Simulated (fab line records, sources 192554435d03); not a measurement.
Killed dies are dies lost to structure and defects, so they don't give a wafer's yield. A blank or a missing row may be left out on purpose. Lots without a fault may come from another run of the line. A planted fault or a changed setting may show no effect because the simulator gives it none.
fab line records | flow n5_finfet
record lots=24 wafers=72 last_day=20
route steps=1938 shown BEOL_M9@1434
lots that met no fault: from a run of the same line without faults
start_h: hours from the record's first day to the start of the lot's first wafer shown | wait_h: hours since the lot's step before | " the same as in the row above | L1.1+2: a row that stands for several wafers | - no value, or no start given | * or withheld: withheld | < > ~ a bound
route shown NAME@n: a module of which the file shows steps, and the number in the route of the first | usual: mean/standard deviation of fault-free wafers | same: alike in all rows | chamber/n: place in a boat | sites: the reading at each site | _std_site: their standard deviation | _edge_site: outer sites' mean less inner sites' | radius_mm: how far each site lies from the wafer's centre | mask NAME#n: copy n | behind: the tool/chamber that last shaped the wafer | hold: why the lot was held/for how many hours/how that ended | device: the transistor (n, p or np) that didn't switch | end of line: the same wafers' tests at the end of the route | a step without rows: its recipe alone | killed: dies lost to structure and defects at the first sort, not the wafer's yield | map: a wafer's dies, x killed, . not, _ none there
set.NAME: the setting as run; set.NAME@STEP: as run at that earlier step | model.NAME: the simulator's own value behind a step, which no gauge read
steps of the route over a sample of lots; a table a step, a row a wafer
services: from which hour (start_h, from the record's first day; less than 0 if before it) a tool's chamber was out of use, for how many hours, and why
## steps
# step N5_BEOL_M9_CD_MEAS_28
# recipe target_cd_nm=70 landing_energy_ev=500 detector=se_inlens polarity=opening
# usual cd_nm=70.10/0.24
# columns lot.wafer tool chamber start_h wait_h cd_nm
L075.2 cd_sem-03 0 207.35 - 69.95
L075.5 " 0 " " 69.93
L075.6 " 0 " " 70.12
L074.2 cd_sem-03 0 211.96 - 70.16
L074.4 " 0 " " 69.85
L074.6 " 0 " " 70.15
L076.2 cd_sem-03 0 225.12 - 70.04
L076.3 " 0 " " 70.55
L076.4 " 0 " " 69.91
L077.2 cd_sem-01 0 226.97 - 69.98
L077.4 " 0 " " 69.94
L077.5 " 0 " " 69.81
L078.1 cd_sem-03 0 227.23 - 69.88
L078.2 " 0 " " 70.20
L078.6 " 0 " " 69.70
L079.2 cd_sem-03 0 231.78 - 70.21
L079.3 " 0 " " 69.98
L079.4 " 0 " " 70.07
L080.1 cd_sem-02 0 232.74 - 70.44
L080.3 " 0 " " 69.93
L080.4 " 0 " " 69.97
L081.3 cd_sem-03 0 237.12 - 70.64
L081.5 " 0 " " 70.42
L081.6 " 0 " " 70.52
L082.1 cd_sem-01 0 248.89 - 69.87
L082.3 " 0 " " 70.26
L082.5 " 0 " " 69.93
L083.3 cd_sem-03 0 249.54 - 70.39
L083.4 " 0 " " 70.19
L083.5 " 0 " " 69.79
L084.2 cd_sem-01 0 253.09 - 70.45
L084.5 " 0 " " 69.99
L084.6 " 0 " " 69.96
L085.1 cd_sem-03 0 256.34 - 69.87
L085.3 " 0 " " 69.67
L085.6 " 0 " " 69.91
L087.1 cd_sem-02 0 344.07 - 69.85
L087.2 " 0 " " 70.03
L087.5 " 0 " " 70.01
L086.1 cd_sem-03 0 354.64 - 70.19
L086.5 " 0 " " 69.70
L086.6 " 0 " " 69.87
L088.1 cd_sem-02 0 355.73 - 70.14
L088.2 " 0 " " 69.86
L088.4 " 0 " " 70.26
L093.3 cd_sem-02 0 355.77 - 70.33
L093.4 " 0 " " 70.20
L093.6 " 0 " " 70.21
L089.3 cd_sem-03 0 355.81 - 70.16
L089.4 " 0 " " 70.32
L089.6 " 0 " " 69.90
L096.1 cd_sem-03 0 363.98 - 70.17
L096.5 " 0 " " 70.20
L096.6 " 0 " " 70.16
L094.1 cd_sem-02 0 364.14 - 70.11
L094.4 " 0 " " 70.45
L094.5 " 0 " " 70.58
L091.3 cd_sem-03 0 368.55 - 70.06
L091.5 " 0 " " 69.78
L091.6 " 0 " " 70.16
L090.2 cd_sem-02 0 371.88 - 70.40
L090.4 " 0 " " 70.05
L090.5 " 0 " " 70.18
L095.3 cd_sem-02 0 373.63 - 69.80
L095.5 " 0 " " 70.07
L095.6 " 0 " " 70.18
L097.4 cd_sem-02 0 376.29 - 70.37
L097.5 " 0 " " 70.24
L097.6 " 0 " " 70.64
L092.1 cd_sem-03 0 381.98 - 70.24
L092.3 " 0 " " 70.05
L092.5 " 0 " " 69.90
# step N5_BEOL_M9_ETCH_65
# recipe chemistry=CF4 target=SiARC target_depth_a=156 mask_material=CAR-EUV time_s=26 ion_energy_ev=80 pressure_mtorr=40 source_w=545 bias_w=36 Ar_flow_sccm=100 cf4_flow_sccm=100 ends=cleared
# usual drypump_motor_current_A=5.9/0.4 etch_rf_on_time_s=26.0/0.42 oes_product_au=0.67/0.068 rf_vpp_V=184.1/1.1 showerhead_plenum_p_Torr=2.14/0.064 throttle_valve_pct=15.58/0.2
# columns lot.wafer tool chamber start_h wait_h drypump_motor_current_A etch_rf_on_time_s oes_product_au rf_hours_counter_h rf_vpp_V showerhead_plenum_p_Torr throttle_valve_pct
L075.2 rie_diel-02 1 207.52 0.0 6.4 25.8 0.61 193 183.9 2.13 15.51
L075.5 " 3 " " 5.6 26.1 0.73 - 187.4 2.27 15.43
L075.6 " 2 " " 6.3 26.1 0.73 - 184.5 2.17 15.31
L074.2 rie_diel-03 3 212.53 0.0 5.7 26.1 0.82 2 183.9 2.19 15.42
L074.4 " 0 " " 5.5 25.5 0.62 - 182.6 2.05 15.91
L074.6 " 1 " " 5.2 25.4 0.79 - 185.7 2.19 15.59
L076.2 rie_diel-04 2 225.30 0.0 6.0 26.8 0.59 232 183.4 2.13 15.58
L076.3 " 3 " " 6.1 25.9 0.75 56 182.6 2.08 15.36
L076.4 " 1 " " 5.4 25.5 0.68 98 181.7 2.07 15.68
L077.2 rie_diel-02 3 227.24 0.0 5.5 26.6 0.71 41 185.3 2.27 15.45
L077.4 " 2 " " 6.3 26.6 0.70 53 185.6 2.16 15.33
L077.5 " 3 " " 5.5 26.2 0.72 - 184.4 2.27 15.45
L078.1 rie_diel-03 1 227.49 0.0 5.2 25.9 0.78 18 185.0 2.19 15.58
L078.2 " 0 " " 5.4 25.7 0.62 189 182.4 2.05 15.93
L078.6 " 1 " " 5.2 25.8 0.77 - 185.0 2.19 15.59
L079.2 rie_diel-02 0 231.96 0.0 6.3 25.6 0.61 199 184.5 2.11 15.68
L079.3 " 3 " " 5.5 26.2 0.72 42 185.4 2.27 15.44
L079.4 " 1 " " 6.4 25.8 0.60 200 183.4 2.13 15.53
L080.1 rie_diel-02 2 233.14 0.0 6.4 26.4 0.71 54 185.2 2.16 15.33
L080.3 " 3 " " 5.5 26.0 0.72 42 186.7 2.27 15.44
L080.4 " 0 " " 6.3 25.4 0.61 200 182.3 2.11 15.65
L081.3 rie_diel-02 2 237.29 0.0 6.4 26.4 0.71 55 185.0 2.16 15.32
L081.5 " 2 " " 6.4 26.4 0.70 - 184.8 2.16 15.35
L081.6 " 1 " " 6.4 25.7 0.61 - 185.1 2.13 15.52
L082.1 rie_diel-02 2 249.28 0.0 6.3 26.2 0.71 60 185.3 2.16 15.34
L082.3 " 3 " " 5.5 25.9 0.72 49 184.3 2.26 15.45
L082.5 " 0 " " 6.3 25.4 0.61 - 184.3 2.11 15.67
L083.3 rie_diel-02 0 250.07 0.0 6.3 25.7 0.61 206 184.7 2.11 15.67
L083.4 " 1 " " 6.4 25.8 0.60 207 185.7 2.12 15.53
L083.5 " 0 " " 6.3 25.5 0.61 - 185.1 2.11 15.67
L084.2 rie_diel-02 3 253.28 0.0 5.5 26.2 0.71 50 186.6 2.26 15.45
L084.5 " 2 " " 6.3 26.5 0.70 - 185.3 2.16 15.34
L084.6 " 1 " " 6.4 26.0 0.60 - 183.6 2.12 15.55
L085.1 rie_diel-02 1 256.52 0.0 6.4 25.3 0.60 210 184.2 2.12 15.55
L085.3 " 0 " " 6.3 25.3 0.61 209 183.6 2.11 15.68
L085.6 " 0 " " 6.3 25.6 0.60 - 183.9 2.11 15.69
L087.1 rie_diel-02 2 344.24 0.0 6.4 26.5 0.68 85 184.2 2.15 15.41
L087.2 " 3 " " 5.5 26.1 0.69 74 186.0 2.25 15.50
L087.5 " 1 " " 6.4 26.1 0.58 - 182.0 2.12 15.58
L086.1 rie_diel-02 3 354.82 0.0 5.5 26.1 0.69 76 184.8 2.25 15.52
L086.5 " 3 " " 5.6 25.9 0.69 - 184.1 2.25 15.51
L086.6 " 0 " " 6.3 25.6 0.59 - 184.2 2.10 15.73
L088.1 rie_diel-02 2 355.90 0.0 6.3 26.1 0.68 88 184.7 2.15 15.41
L088.2 " 0 " " 6.3 25.4 0.59 233 184.7 2.10 15.71
L088.4 " 1 " " 6.4 25.8 0.58 234 183.9 2.11 15.60
L093.3 rie_diel-03 2 356.19 0.0 5.7 26.3 0.76 25 183.6 2.11 15.65
L093.4 " 2 " " 5.7 26.1 0.76 - 183.2 2.11 15.65
L093.6 " 0 " " 5.5 26.5 0.59 - 183.5 2.04 16.00
L089.3 rie_diel-04 3 356.20 0.0 6.1 25.7 0.72 85 184.0 2.07 15.42
L089.4 " 0 " " 5.5 25.7 0.59 243 183.7 2.11 15.77
L089.6 " 0 " " 5.5 25.6 0.59 - 184.8 2.11 15.77
L096.1 rie_diel-03 0 364.15 0.0 5.5 26.1 0.59 231 182.5 2.04 16.02
L096.5 " 3 " " 5.6 26.9 0.71 - 182.9 2.18 15.51
L096.6 " 0 " " 5.4 25.8 0.59 - 181.2 2.04 16.02
L094.1 rie_diel-02 0 364.32 0.0 6.3 25.8 0.59 235 183.8 2.10 15.73
L094.4 " 2 " " 6.3 26.8 0.67 90 184.5 2.15 15.38
L094.5 " 3 " " 5.5 26.3 0.68 - 184.1 2.25 15.52
L091.3 rie_diel-04 1 368.72 0.0 5.4 25.7 0.65 134 184.8 2.06 15.73
L091.5 " 3 " " 6.1 25.9 0.71 - 183.2 2.07 15.42
L091.6 " 0 " " 5.5 26.3 0.58 - 183.4 2.11 15.78
L090.2 rie_diel-03 3 372.34 0.0 5.7 26.7 0.71 51 183.8 2.18 15.54
L090.4 " 3 " " 5.7 26.9 0.71 - 184.7 2.18 15.54
L090.5 " 0 " " 5.5 26.1 0.59 - 183.6 2.04 16.01
L095.3 rie_diel-04 1 373.80 0.0 5.4 25.9 0.65 136 184.0 2.06 15.74
L095.5 " 2 " " 6.0 25.7 0.79 - 183.7 2.12 15.18
L095.6 " 3 " " 6.1 25.7 0.72 - 182.0 2.07 15.43
L097.4 rie_diel-03 2 376.62 0.0 5.7 26.2 0.75 - 184.9 2.11 15.67
L097.5 " 0 " " 5.5 26.2 0.58 - 183.2 2.03 16.03
L097.6 " 3 " " 5.7 26.9 0.70 - 184.4 2.18 15.55
L092.1 rie_diel-03 0 382.20 0.0 5.5 26.1 0.58 238 182.3 2.03 16.01
L092.3 " 2 " " 5.7 25.9 0.75 35 183.1 2.11 15.66
L092.5 " 3 " " 5.6 26.7 0.70 - 183.9 2.18 15.53
# step N5_BEOL_M9_SURFACE_TREAT_79
# recipe gas=Ar time_s=* ion_energy_ev=* ion_current_ma_cm2=0.5 pressure_mtorr=* ar_flow_sccm=30
# usual throttle_valve_pct=*
# columns lot.wafer tool chamber start_h wait_h throttle_valve_pct
L075.2 pvd_sputter-03 - 209.21 0.2 *
L075.5 " - " " *
L075.6 " - " " *
L074.2 pvd_sputter-03 - 215.46 0.3 *
L074.4 " - " " *
L074.6 " - " " *
L076.2 pvd_sputter-02 - 226.65 0.2 *
L076.3 " - " " *
L076.4 " - " " *
L077.2 pvd_sputter-02 - 228.56 0.2 *
L077.4 " - " " *
L077.5 " - " " *
L078.1 pvd_sputter-02 - 228.84 0.2 *
L078.2 " - " " *
L078.6 " - " " *
L079.2 pvd_sputter-03 - 233.79 0.4 *
L079.3 " - " " *
L079.4 " - " " *
L080.1 pvd_sputter-03 - 234.57 0.2 *
L080.3 " - " " *
L080.4 " - " " *
L081.3 pvd_sputter-01 - 238.70 0.2 *
L081.5 " - " " *
L081.6 " - " " *
L082.1 pvd_sputter-01 - 250.58 0.2 *
L082.3 " - " " *
L082.5 " - " " *
L083.3 pvd_sputter-03 - 251.47 0.2 *
L083.4 " - " " *
L083.5 " - " " *
L084.2 pvd_sputter-03 - 254.58 0.2 *
L084.5 " - " " *
L084.6 " - " " *
L085.1 pvd_sputter-01 - 259.35 0.2 *
L085.3 " - " " *
L085.6 " - " " *
L087.1 pvd_sputter-02 - 346.20 0.2 *
L087.2 " - " " *
L087.5 " - " " *
L086.1 pvd_sputter-02 - 356.33 0.2 *
L086.5 " - " " *
L086.6 " - " " *
L088.1 pvd_sputter-02 - 357.54 0.4 *
L088.2 " - " " *
L088.4 " - " " *
L093.3 pvd_sputter-01 - 357.72 0.4 *
L093.4 " - " " *
L093.6 " - " " *
L089.3 pvd_sputter-03 - 357.80 0.4 *
L089.4 " - " " *
L089.6 " - " " *
L096.1 pvd_sputter-03 - 366.07 0.2 *
L096.5 " - " " *
L096.6 " - " " *
L094.1 pvd_sputter-03 - 366.51 0.2 *
L094.4 " - " " *
L094.5 " - " " *
L091.3 pvd_sputter-01 - 370.30 0.2 *
L091.5 " - " " *
L091.6 " - " " *
L090.2 pvd_sputter-03 - 374.94 0.2 *
L090.4 " - " " *
L090.5 " - " " *
L095.3 pvd_sputter-01 - 375.22 0.2 *
L095.5 " - " " *
L095.6 " - " " *
L097.4 pvd_sputter-02 - 379.85 0.4 *
L097.5 " - " " *
L097.6 " - " " *
L092.1 pvd_sputter-02 - 383.79 0.2 *
L092.3 " - " " *
L092.5 " - " " *
# step N5_BEOL_M9_ANNEAL_51
# recipe temp_c=225 time_s=90 ambient=N2
# usual wafer_temp_C_max=226.2/0.38
# columns lot.wafer tool chamber start_h wait_h wafer_temp_C_max
L075.2 rtp_anneal-02 0 209.83 0.2 225.7
L075.5 " 0 " " 225.5
L075.6 " 0 " " 225.6
L074.2 rtp_anneal-01 0 216.55 0.8 226.4
L074.4 " 0 " " 226.2
L074.6 " 0 " " 226.1
L076.2 rtp_anneal-01 0 227.15 0.2 226.1
L076.3 " 0 " " 226.6
L076.4 " 0 " " 226.4
L077.2 rtp_anneal-01 0 229.04 0.1 226.4
L077.4 " 0 " " 226.5
L077.5 " 0 " " 226.8
L078.1 rtp_anneal-01 0 229.26 0.1 226.1
L078.2 " 0 " " 226.6
L078.6 " 0 " " 226.4
L079.2 rtp_anneal-01 0 234.54 0.4 226.4
L079.3 " 0 " " 226.3
L079.4 " 0 " " 226.9
L080.1 rtp_anneal-02 0 235.04 0.1 225.8
L080.3 " 0 " " 226.2
L080.4 " 0 " " 226.0
L081.3 rtp_anneal-01 0 239.21 0.1 226.5
L081.5 " 0 " " 226.5
L081.6 " 0 " " 226.6
L082.1 rtp_anneal-01 0 251.14 0.2 226.4
L082.3 " 0 " " 226.4
L082.5 " 0 " " 226.3
L083.3 rtp_anneal-02 0 252.01 0.1 225.4
L083.4 " 0 " " 225.7
L083.5 " 0 " " 225.6
L084.2 rtp_anneal-02 0 255.22 0.2 225.7
L084.5 " 0 " " 225.7
L084.6 " 0 " " 225.9
L085.1 rtp_anneal-01 0 259.76 0.1 226.4
L085.3 " 0 " " 226.2
L085.6 " 0 " " 226.7
L087.1 rtp_anneal-02 0 346.96 0.4 225.9
L087.2 " 0 " " 225.7
L087.5 " 0 " " 226.2
L086.1 rtp_anneal-01 0 357.07 0.4 226.8
L086.5 " 0 " " 226.4
L086.6 " 0 " " 226.5
L088.1 rtp_anneal-01 0 359.32 0.7 226.3
L088.2 " 0 " " 226.4
L088.4 " 0 " " 226.3
L093.3 rtp_anneal-01 0 359.68 0.8 226.2
L093.4 " 0 " " 226.6
L093.6 " 0 " " 226.8
L089.3 rtp_anneal-01 0 359.95 1.0 226.1
L089.4 " 0 " " 226.5
L089.6 " 0 " " 226.3
L096.1 rtp_anneal-01 0 366.94 0.5 226.5
L096.5 " 0 " " 226.1
L096.6 " 0 " " 226.1
L094.1 rtp_anneal-01 0 367.21 0.4 226.5
L094.4 " 0 " " 226.4
L094.5 " 0 " " 226.2
L091.3 rtp_anneal-02 0 370.83 0.1 225.8
L091.5 " 0 " " 225.7
L091.6 " 0 " " 225.5
L090.2 rtp_anneal-02 0 375.58 0.3 225.9
L090.4 " 0 " " 225.9
L090.5 " 0 " " 226.0
L095.3 rtp_anneal-02 0 375.90 0.3 225.8
L095.5 " 0 " " 226.0
L095.6 " 0 " " 226.1
L097.4 rtp_anneal-01 0 380.65 0.2 226.8
L097.5 " 0 " " 226.2
L097.6 " 0 " " 226.3
L092.1 rtp_anneal-02 0 384.23 0.1 225.5
L092.3 " 0 " " 225.8
L092.5 " 0 " " 226.2
# step N5_BEOL_M9_CMP_52
# recipe stop_on=SiCOH_lowk t_overpolish_s=7 down_force_psi=1 platen_rpm=50 clearing_platen_down_force_psi=1.5 clearing_platen_rpm=50 post_cmp_clean=cu_alkaline target_thk_nm=140 clearing_platen_pad_velocity_m_s=0.99484 pad_velocity_m_s=0.99484
# usual barrier_field_endpoint_s=28.8/0.77 motor_current_A=6.1/0.47 overpolish_run_s=7.001/0.0091 time_to_endpoint_s=66/3.2
# columns lot.wafer tool chamber start_h wait_h barrier_field_endpoint_s motor_current_A overpolish_run_s time_to_endpoint_s
L075.2 cmp-03 1 210.31 0.4 26.9 5.7 7.011 63
L075.6 " 1 " " 28.1 5.5 7.001 61
L075.5 " 2 " " 28.1 6.1 7.004 60
L074.4 cmp-02 1 216.87 0.2 28.9 6.4 7.014 67
L074.2 " 2 " " 29.6 5.7 7.002 68
L074.6 " 3 " " 29.5 6.7 7.015 67
L076.3 cmp-03 2 227.40 0.2 27.9 6.3 7.018 67
L076.4 " 0 " " 29.0 5.3 6.987 70
L076.2 " 1 " " 28.3 5.8 7.000 64
L077.2 cmp-03 1 229.39 0.3 28.2 5.8 6.998 62
L077.4 " 2 " " 29.0 6.3 7.001 67
L077.5 " 1 " " 28.1 5.7 7.006 62
L078.1 cmp-03 2 229.61 0.3 28.8 6.5 6.995 66
L078.2 " 3 " " 28.6 6.5 6.981 66
L078.6 " 2 " " 29.5 6.3 6.992 66
L079.3 cmp-03 1 235.28 0.6 28.4 5.6 6.993 62
L079.4 " 2 " " 28.9 6.5 7.011 64
L079.2 " 0 " " 28.8 5.3 7.007 66
L080.4 cmp-03 1 235.74 0.5 28.7 5.9 7.000 64
L080.3 " 3 " " 27.3 6.1 7.001 64
L080.1 " 0 " " 28.0 6.1 7.013 67
L081.3 cmp-03 0 239.46 0.2 27.6 5.4 6.976 66
L081.5 " 3 " " 27.4 6.1 6.998 60
L081.6 " 0 " " 28.1 5.7 7.001 65
L082.3 cmp-04 0 251.47 0.2 27.1 6.7 6.983 61
L082.1 " 1 " " 28.9 7.3 6.982 66
L082.5 " 0 " " 28.1 6.8 6.994 61
L083.3 cmp-02 0 252.29 0.2 28.0 5.8 7.002 67
L083.4 " 1 " " 29.2 6.0 6.997 67
L083.5 " 2 " " 27.9 5.9 6.995 66
L084.2 cmp-03 2 255.67 0.4 27.9 6.7 7.006 59
L084.6 " 3 " " 27.5 6.4 6.998 61
L084.5 " 0 " " 29.3 5.4 7.009 65
L085.3 cmp-03 2 260.06 0.2 28.4 6.1 7.003 65
L085.1 " 1 " " 28.5 5.7 7.003 63
L085.6 " 2 " " 28.4 6.4 6.989 65
L087.2 cmp-02 2 347.30 0.2 28.4 5.4 6.995 64
L087.1 " 3 " " 28.6 6.6 7.013 66
L087.5 " 2 " " 28.1 5.7 6.997 67
L086.1 cmp-03 1 357.48 0.4 29.0 5.6 6.997 64
L086.6 " 2 " " 29.2 6.4 6.998 66
L086.5 " 3 " " 28.8 6.2 6.997 66
L088.1 cmp-02 1 359.62 0.3 29.6 5.9 7.002 69
L088.2 " 3 " " 29.2 6.4 6.999 69
L088.4 " 0 " " 30.0 6.2 6.992 70
L093.3 cmp-03 2 359.90 0.2 28.9 6.4 7.005 66
L093.4 " 3 " " 29.9 6.6 6.997 72
L093.6 " 3 " " 30.0 6.4 6.992 71
L089.3 cmp-02 3 360.25 0.3 28.6 6.6 7.011 65
L089.4 " 0 " " 29.7 6.0 7.001 69
L089.6 " 1 " " 29.2 6.2 7.007 64
L096.1 cmp-04 3 367.31 0.3 28.5 6.6 7.005 68
L096.6 " 1 " " 29.1 7.1 6.992 67
L096.5 " 2 " " 29.3 6.5 7.003 67
L094.4 cmp-03 0 367.50 0.1 29.0 5.5 7.002 71
L094.1 " 1 " " 28.5 5.7 7.000 70
L094.5 " 0 " " 30.2 5.5 6.992 74
L091.3 cmp-03 1 371.12 0.2 29.2 5.8 7.007 67
L091.5 " 3 " " 29.6 6.1 6.995 69
L091.6 " 0 " " 29.2 5.5 6.988 72
L090.2 cmp-02 1 375.89 0.3 29.0 6.3 7.001 67
L090.4 " 3 " " 29.5 6.5 7.004 67
L090.5 " 1 " " 29.6 6.4 7.014 71
L095.3 cmp-02 2 376.22 0.3 28.1 5.7 7.001 64
L095.6 " 3 " " 28.4 6.7 6.982 61
L095.5 " 0 " " 29.3 5.8 7.001 64
L097.4 cmp-04 3 380.92 0.2 30.1 6.8 7.022 66
L097.6 " 0 " " 28.9 7.0 6.983 61
L097.5 " 1 " " 30.6 7.0 7.003 70
L092.3 cmp-04 3 384.61 0.2 29.7 6.9 6.998 67
L092.1 " 0 " " 29.0 7.2 7.013 63
L092.5 " 1 " " 30.8 6.4 6.988 71
# step N5_BEOL_M9_INSPECT_58
# recipe inspect_instrument=darkfield mode=post_dep
# usual raw_defect_count=71/25
# columns lot.wafer tool chamber start_h wait_h raw_defect_count
L075.2 defect_inspect-02 - 210.76 0.0 92
L075.5 " - " " 69
L075.6 " - " " 95
L074.2 defect_inspect-01 - 217.30 0.0 44
L074.4 " - " " 45
L074.6 " - " " 19
L076.2 defect_inspect-01 - 227.86 0.0 85
L076.3 " - " " 68
L076.4 " - " " 63
L077.2 defect_inspect-02 - 229.84 0.0 79
L077.4 " - " " 105
L077.5 " - " " 128
L078.1 defect_inspect-02 - 230.07 0.0 54
L078.2 " - " " 36
L078.6 " - " " 66
L079.2 defect_inspect-01 - 235.74 0.0 53
L079.3 " - " " 61
L079.4 " - " " 60
L080.1 defect_inspect-02 - 236.19 0.0 78
L080.3 " - " " 119
L080.4 " - " " 60
L081.3 defect_inspect-02 - 240.44 0.6 86
L081.5 " - " " 102
L081.6 " - " " 66
L082.1 defect_inspect-01 - 251.92 0.0 121
L082.3 " - " " 77
L082.5 " - " " 62
L083.3 defect_inspect-01 - 252.68 0.0 79
L083.4 " - " " 93
L083.5 " - " " 74
L084.2 defect_inspect-02 - 256.04 0.0 37
L084.5 " - " " 84
L084.6 " - " " 56
L085.1 defect_inspect-02 - 260.51 0.0 61
L085.3 " - " " 81
L085.6 " - " " 99
L087.1 defect_inspect-01 - 347.72 0.0 52
L087.2 " - " " 39
L087.5 " - " " 51
L086.1 defect_inspect-02 - 357.82 0.0 63
L086.5 " - " " 66
L086.6 " - " " 31
L088.1 defect_inspect-01 - 360.07 0.0 52
L088.2 " - " " 54
L088.4 " - " " 59
L093.3 defect_inspect-01 - 360.36 0.0 29
L093.4 " - " " 57
L093.6 " - " " 64
L089.3 defect_inspect-01 - 360.63 0.0 67
L089.4 " - " " 56
L089.6 " - " " 64
L096.1 defect_inspect-01 - 367.69 0.0 51
L096.5 " - " " 64
L096.6 " - " " 78
L094.1 defect_inspect-02 - 367.96 0.0 152
L094.4 " - " " 92
L094.5 " - " " 164
L091.3 defect_inspect-01 - 371.50 0.0 64
L091.5 " - " " 125
L091.6 " - " " 74
L090.2 defect_inspect-01 - 376.32 0.0 65
L090.4 " - " " 58
L090.5 " - " " 100
L095.3 defect_inspect-01 - 376.58 0.0 65
L095.5 " - " " 75
L095.6 " - " " 90
L097.4 defect_inspect-02 - 381.27 0.0 59
L097.5 " - " " 58
L097.6 " - " " 53
L092.1 defect_inspect-01 - 384.99 0.0 56
L092.3 " - " " 32
L092.5 " - " " 38
## services
# columns tool chamber start_h hours kind
rie_diel-03 3 185.10 - clean
rie_diel-03 3 185.10 - consumable_replace:focus_ring
rie_diel-03 3 185.10 14.8 scheduled_down
cmp-02 - 194.57 0.9 repair
cmp-02 - 197.27 4.0 pm
rie_diel-03 3 204.86 4.9 repair
rie_diel-03 2 206.36 7.5 repair
cmp-02 - 220.92 0.7 repair
cmp-02 - 227.92 8.2 pm
cmp-04 - 232.84 6.7 pm
cmp-04 - 242.61 2.7 repair
cmp-02 - 254.58 1.5 repair
cmp-04 - 259.90 4.0 pm
cmp-03 - 272.33 1.2 repair
rie_diel-04 - 291.47 14.6 pm
cmp-03 - 292.28 4.4 pm
rie_diel-03 1 298.37 98.2 repair
pvd_sputter-01 - 303.96 11.5 repair
cmp-03 - 308.57 4.0 pm
cmp-03 - 312.57 - consumable_replace:conditioner
cmp-03 - 312.57 - consumable_replace:pad
cmp-03 - 346.29 2.5 repair
cmp-04 - 352.57 7.7 pm
rtp_anneal-01 - 352.62 3.9 pm
## key
fault none
